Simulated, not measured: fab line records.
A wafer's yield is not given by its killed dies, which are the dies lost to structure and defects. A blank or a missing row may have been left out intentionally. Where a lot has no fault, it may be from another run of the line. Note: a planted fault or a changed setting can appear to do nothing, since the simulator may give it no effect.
fab line records ; flow nand_harc ; part 2 of 2: steps 25 to 32 of 32
record lots=5; wafers=15; last_day=33
route steps=1302 shown A_CONTACT@1063
lots that met no fault: from a run of the same line without faults
start_h: hours from the record's opening day to when the first of the lot's shown wafers began ; wait_h: how many hours have passed since the lot's step before this one ; " identical to the entry in the row above ; L1.1+2: several wafers, shown together as one row ; - either no value or no given start ; * or withheld: withheld ; < > ~ a bound
route shown NAME@n: a module of which the file shows steps, and the number in the route of the first ; usual: mean/standard deviation of fault-free wafers ; same: alike in all rows ; chamber/n: place in a boat ; sites: each site's reading ; _std_site: standard deviation of those values ; _edge_site: mean of outer sites minus mean of inner sites ; radius_mm: for every site, how far away it sits from the centre of the wafer ; mask NAME#n: copy n ; behind: tool/chamber where the wafer was last shaped ; hold: why the lot was held/for how many hours/how that ended ; device: transistor that didn't switch, given as n, p or np ; end of line: the tests these same wafers got at the end of their route ; a step without rows: its recipe alone ; killed: dies that structure and defects cost at the first sort, which is not the same as the wafer's yield ; map: the dies of a wafer, with x for killed, . for not killed, _ for no die there
set.NAME: the run value of the setting; set.NAME@STEP: its run value at that earlier step ; model.NAME: the simulator's own value behind a step, which no gauge read
certain route steps with their lots: each step a table, each wafer a row
services: the hour from which a tool's chamber was out of use, counted from the record's first day as start_h (under 0 if before that day), plus the number of hours and why
## steps
# step NHARC_A_CONTACT_ETCH_135
# recipe source_w=withheld; pressure_mtorr=20; bias_v=1200; time_s=311; target_depth_a=19120; ar_flow_sccm=withheld; c4f8_flow_sccm=withheld; o2_flow_sccm=withheld; chemistry=C4F8/O2/Ar
lot.wafer;tool;chamber;start_h;wait_h;rf_hours_counter_h
L075.1;har_cap_etch-02;1;527.96;0.2;88
L075.5;har_cap_etch-02;1;527.96;0.2;-
L075.6;har_cap_etch-02;0;527.96;0.2;-
L083.2;har_cap_etch-02;0;602.80;0.2;101
L083.4;har_cap_etch-02;1;602.80;0.2;-
L083.6;har_cap_etch-02;1;602.80;0.2;-
L089.1;har_cap_etch-02;1;653.43;0.2;109
L089.2;har_cap_etch-02;0;653.43;0.2;109
L089.4;har_cap_etch-02;1;653.43;0.2;-
L090.3;har_cap_etch-02;0;677.17;0.2;-
L090.5;har_cap_etch-02;0;677.17;0.2;-
L090.6;har_cap_etch-02;1;677.17;0.2;-
L095.2;har_cap_etch-02;1;737.26;0.2;123
L095.4;har_cap_etch-02;0;737.26;0.2;-
L095.6;har_cap_etch-02;1;737.26;0.2;-
# step NHARC_A_CONTACT_ETCH_136
# recipe source_w=withheld; pressure_mtorr=20; bias_v=1200; time_s=311; target_depth_a=19120; ar_flow_sccm=withheld; c4f8_flow_sccm=withheld; o2_flow_sccm=withheld; chemistry=C4F8/O2/Ar
lot.wafer;tool;chamber;start_h;wait_h;rf_hours_counter_h
L075.1;har_cap_etch-02;1;528.23;0.2;89
L075.5;har_cap_etch-02;1;528.23;0.2;-
L075.6;har_cap_etch-02;0;528.23;0.2;-
L083.2;har_cap_etch-02;0;603.08;0.2;101
L083.4;har_cap_etch-02;1;603.08;0.2;-
L083.6;har_cap_etch-02;1;603.08;0.2;-
L089.1;har_cap_etch-02;1;653.71;0.2;109
L089.2;har_cap_etch-02;0;653.71;0.2;109
L089.4;har_cap_etch-02;1;653.71;0.2;-
L090.3;har_cap_etch-02;0;677.44;0.2;-
L090.5;har_cap_etch-02;0;677.44;0.2;-
L090.6;har_cap_etch-02;1;677.44;0.2;-
L095.2;har_cap_etch-02;1;737.63;0.3;124
L095.4;har_cap_etch-02;0;737.63;0.3;-
L095.6;har_cap_etch-02;1;737.63;0.3;-
# step NHARC_A_CONTACT_ETCH_137
# recipe source_w=withheld; pressure_mtorr=20; bias_v=1200; time_s=311; target_depth_a=19120; ar_flow_sccm=withheld; c4f8_flow_sccm=withheld; o2_flow_sccm=withheld; chemistry=C4F8/O2/Ar
lot.wafer;tool;chamber;start_h;wait_h;rf_hours_counter_h
L075.1;har_cap_etch-02;1;528.50;0.2;89
L075.5;har_cap_etch-02;1;528.50;0.2;-
L075.6;har_cap_etch-02;0;528.50;0.2;-
L083.2;har_cap_etch-02;0;603.35;0.2;101
L083.4;har_cap_etch-02;1;603.35;0.2;-
L083.6;har_cap_etch-02;1;603.35;0.2;-
L089.1;har_cap_etch-02;1;653.98;0.2;109
L089.2;har_cap_etch-02;0;653.98;0.2;109
L089.4;har_cap_etch-02;1;653.98;0.2;-
L090.3;har_cap_etch-02;0;677.71;0.2;-
L090.5;har_cap_etch-02;0;677.71;0.2;-
L090.6;har_cap_etch-02;1;677.71;0.2;-
L095.2;har_cap_etch-02;1;737.99;0.3;124
L095.4;har_cap_etch-02;0;737.99;0.3;-
L095.6;har_cap_etch-02;1;737.99;0.3;-
# step NHARC_A_CONTACT_ETCH_138
# recipe source_w=withheld; pressure_mtorr=20; bias_v=1200; time_s=311; target_depth_a=19140; ar_flow_sccm=withheld; c4f8_flow_sccm=withheld; o2_flow_sccm=withheld; chemistry=C4F8/O2/Ar
lot.wafer;tool;chamber;start_h;wait_h;rf_hours_counter_h
L075.1;har_cap_etch-02;1;528.77;0.2;89
L075.5;har_cap_etch-02;1;528.77;0.2;-
L075.6;har_cap_etch-02;0;528.77;0.2;-
L083.2;har_cap_etch-02;0;603.61;0.2;101
L083.4;har_cap_etch-02;1;603.61;0.2;-
L083.6;har_cap_etch-02;1;603.61;0.2;-
L089.1;har_cap_etch-02;1;654.25;0.2;109
L089.2;har_cap_etch-02;0;654.25;0.2;109
L089.4;har_cap_etch-02;1;654.25;0.2;-
L090.3;har_cap_etch-02;0;677.99;0.2;-
L090.5;har_cap_etch-02;0;677.99;0.2;-
L090.6;har_cap_etch-02;1;677.99;0.2;-
L095.2;har_cap_etch-02;1;738.36;0.3;124
L095.4;har_cap_etch-02;0;738.36;0.3;-
L095.6;har_cap_etch-02;1;738.36;0.3;-
# step NHARC_A_CONTACT_ETCH_139
# recipe source_w=withheld; pressure_mtorr=20; bias_v=400; time_s=195; target_depth_a=8400; ar_flow_sccm=withheld; c4f8_flow_sccm=11.5; o2_flow_sccm=7.2; chemistry=C4F8/O2/Ar
lot.wafer;tool;chamber;start_h;wait_h;rf_hours_counter_h
L075.1;har_cap_etch-02;1;529.04;0.2;89
L075.5;har_cap_etch-02;1;529.04;0.2;-
L075.6;har_cap_etch-02;0;529.04;0.2;-
L083.2;har_cap_etch-02;0;603.89;0.2;102
L083.4;har_cap_etch-02;1;603.89;0.2;-
L083.6;har_cap_etch-02;1;603.89;0.2;-
L089.1;har_cap_etch-02;1;654.52;0.2;110
L089.2;har_cap_etch-02;0;654.52;0.2;110
L089.4;har_cap_etch-02;1;654.52;0.2;-
L090.3;har_cap_etch-02;0;678.26;0.2;-
L090.5;har_cap_etch-02;0;678.26;0.2;-
L090.6;har_cap_etch-02;1;678.26;0.2;-
L095.2;har_cap_etch-02;1;738.71;0.3;124
L095.4;har_cap_etch-02;0;738.71;0.3;-
L095.6;har_cap_etch-02;1;738.71;0.3;-
# step NHARC_A_CONTACT_ETCH_92
# recipe target_depth_a=400; over_etch_frac=0.5; time_s=85.7; ion_energy_ev=120; ch3f_flow_sccm=50; o2_flow_sccm=30; ar_flow_sccm=200; rf_w=500; bias_w=100; chemistry=CH3F/O2
# usual drypump_motor_current_A=5.6/0.39; oes_product_au=0.94/0.03; rf_vpp_V=244.5/2; showerhead_plenum_p_Torr=2.47/0.12; throttle_valve_pct=20.664/0.0091
lot.wafer;tool;chamber;start_h;wait_h;drypump_motor_current_A;oes_product_au;rf_hours_counter_h;rf_vpp_V;showerhead_plenum_p_Torr;throttle_valve_pct
L075.1;rie_diel-06;0;529.64;0.6;5.8;0.93;7;245.9;2.66;20.668
L075.6;rie_diel-06;1;529.64;0.6;5.2;0.93;-;242.5;2.36;20.663
L075.5;rie_diel-06;2;529.64;0.6;5.7;0.92;-;241.5;2.43;20.672
L083.4;rie_diel-09;3;604.42;0.4;6.4;0.93;33;244.2;2.28;20.659
L083.2;rie_diel-09;1;604.42;0.4;5.8;0.93;35;245.3;2.58;20.658
L083.6;rie_diel-09;3;604.42;0.4;6.4;0.93;-;241.3;2.28;20.649
L089.4;rie_diel-06;1;655.08;0.4;5.3;0.91;26;242.1;2.35;20.664
L089.1;rie_diel-06;2;655.08;0.4;5.8;0.92;25;245.3;2.43;20.646
L089.2;rie_diel-06;0;655.08;0.4;5.8;0.92;28;247.5;2.65;20.667
L090.3;rie_diel-06;0;678.73;0.4;5.8;0.99;0;248.1;2.65;20.666
L090.5;rie_diel-06;0;678.73;0.4;5.8;0.98;-;247.8;2.65;20.656
L090.6;rie_diel-06;1;678.73;0.4;5.2;0.98;-;242.7;2.35;20.660
L095.4;rie_diel-09;1;739.40;0.6;5.8;0.92;19;245.8;2.56;20.660
L095.2;rie_diel-09;3;739.40;0.6;6.4;0.92;17;248.1;2.65;20.660
L095.6;rie_diel-09;0;739.40;0.6;5.2;0.93;-;243.2;2.31;20.658
# step NHARC_A_CONTACT_ETCH_98
# recipe target_depth_a=200; over_etch_frac=0.5; time_s=10; ion_energy_ev=250; c4f6_flow_sccm=25; o2_flow_sccm=20; ar_flow_sccm=500; rf_w=600; bias_w=500; chemistry=C4F6/O2
# usual drypump_motor_current_A=5.6/0.39; oes_product_au=0.959/0.025; rf_vpp_V=547/3.9; showerhead_plenum_p_Torr=3.94/0.19; throttle_valve_pct=26.903/0.0084
lot.wafer;tool;chamber;start_h;wait_h;drypump_motor_current_A;oes_product_au;rf_hours_counter_h;rf_vpp_V;showerhead_plenum_p_Torr;throttle_valve_pct
L075.1;rie_diel-06;3;-;-;5.1;0.926;7;545;3.80;26.900
L075.5;rie_diel-06;1;-;-;5.2;0.958;-;543;3.77;26.908
L075.6;rie_diel-06;2;-;-;5.7;0.946;-;546;3.89;26.891
L083.4;rie_diel-09;0;-;-;5.2;0.954;32;542;3.73;26.896
L083.2;rie_diel-09;3;-;-;6.4;0.961;33;542;3.65;26.912
L083.6;rie_diel-09;1;-;-;5.8;0.941;-;553;4.10;26.907
L089.1;rie_diel-06;0;-;-;5.8;0.930;28;553;4.21;26.904
L089.4;rie_diel-06;1;-;-;5.2;0.952;26;544;3.76;26.921
L089.2;rie_diel-06;3;-;-;5.2;0.938;26;544;3.79;26.916
L090.3;rie_diel-06;1;-;-;5.3;0.977;0;544;3.76;26.901
L090.5;rie_diel-06;2;-;-;5.8;1.010;-;545;3.88;26.905
L090.6;rie_diel-06;3;-;-;5.1;1.006;-;543;3.79;26.911
L095.2;rie_diel-09;2;-;-;5.2;0.951;19;549;4.11;26.905
L095.4;rie_diel-09;3;-;-;6.4;0.972;17;552;4.22;26.914
L095.6;rie_diel-09;2;-;-;5.2;0.955;-;550;4.11;26.901
# step NHARC_A_CONTACT_CD_MEAS_15
# usual cd_nm=190.1/0.76
lot.wafer;tool;chamber;start_h;wait_h;cd_nm
L075.1;cd_sem-02;-;529.81;-;189.8
L075.5;cd_sem-02;-;529.81;-;191.0
L075.6;cd_sem-02;-;529.81;-;190.8
L083.2;cd_sem-03;-;604.62;-;189.3
L083.4;cd_sem-03;-;604.62;-;190.4
L083.6;cd_sem-03;-;604.62;-;190.4
L089.1;cd_sem-03;-;655.29;-;191.1
L089.2;cd_sem-03;-;655.29;-;189.3
L089.4;cd_sem-03;-;655.29;-;190.4
L090.3;cd_sem-01;-;678.95;-;189.3
L090.5;cd_sem-01;-;678.95;-;189.5
L090.6;cd_sem-01;-;678.95;-;191.2
L095.2;cd_sem-01;-;739.60;-;191.2
L095.4;cd_sem-01;-;739.60;-;190.2
L095.6;cd_sem-01;-;739.60;-;191.4
## services
tool;chamber;start_h;hours;kind
litho_track-01;-;505.00;7.0;pm
rie_diel-06;1;506.86;6.1;repair
arfi_scanner-03;-;518.87;4.1;repair
wet_bench-09;-;528.80;8.0;pm
litho_track-06;-;529.00;7.0;pm
arfi_scanner-03;-;540.00;4.0;pm
rie_diel-06;2;550.43;13.4;repair
litho_track-04;-;553.00;7.0;pm
rie_diel-06;-;559.49;0.5;repair
rie_diel-02;-;572.90;9.0;pm
rie_diel-06;-;600.79;1.0;repair
rie_diel-09;0;627.47;2.9;repair
rie_diel-02;-;642.04;1.2;repair
rie_diel-06;-;666.76;9.0;pm
rie_diel-09;-;674.21;9.0;pm
litho_track-01;-;680.00;7.0;pm
rie_diel-02;3;691.66;2.9;repair
litho_track-06;-;704.00;7.0;pm
wet_bench-09;-;704.80;8.0;pm
rie_diel-02;-;707.07;0.2;repair
rie_diel-06;2;711.45;9.1;repair
rie_diel-09;1;720.68;1.7;repair
rie_diel-09;1;724.68;3.9;repair
litho_track-04;-;728.00;7.0;pm
